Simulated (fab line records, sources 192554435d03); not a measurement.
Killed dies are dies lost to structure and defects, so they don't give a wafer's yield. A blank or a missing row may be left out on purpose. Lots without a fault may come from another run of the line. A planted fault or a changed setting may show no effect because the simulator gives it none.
Chamber matching | flow n5_finfet | N5_FIN_CUT_CUT_ETCH_26 on rie_diel-02: 4 sister chambers
The step etches SiNx in CH3F/O2, target depth 39 nm, time 55.7 s. 4 wafers are shown with their chamber, then 8 later ones without.

WAFERS WITH THEIR CHAMBER
wafer  | chamber | showerhead_plenum_p_Torr (Torr)
L082.2 | 3       | 2.09
L084.2 | 2       | 1.98
L084.5 | 0       | 2.02
L085.1 | 1       | 1.94

WAFERS WITHOUT THEIR CHAMBER
wafer  | showerhead_plenum_p_Torr (Torr)
L085.3 | 2.02
L085.5 | 2.02
L089.3 | 2.09
L089.4 | 1.98
L089.6 | 2.01
L090.4 | 2.09
L090.5 | 1.98
L090.6 | 1.93

WHICH CHAMBER EACH WENT THROUGH
wafer  | from the rows above | in truth
L085.3 | 0                   | 0
L085.5 | 0                   | 0
L089.3 | 3                   | 3
L089.4 | 2                   | 2
L089.6 | 0                   | 0
L090.4 | 3                   | 3
L090.5 | 2                   | 2
L090.6 | 1                   | 1
Placed correctly: 8 of 8. Can't be placed from these rows: 0. Placed wrongly: 0.
How it was worked out, from the rows above alone: a wafer's distance from a chamber is the root of the sum, over the readings, of the square of ((its reading less the chamber's mean) divided by the reading's scatter). The wafer belongs to the nearest chamber; if the next one is less than 2 further off, it can't be placed. A chamber's mean is the mean of its shown wafers. The scatter: with one shown wafer a chamber, the root of the mean of the squares of how far each hidden wafer lies from its nearest shown one.
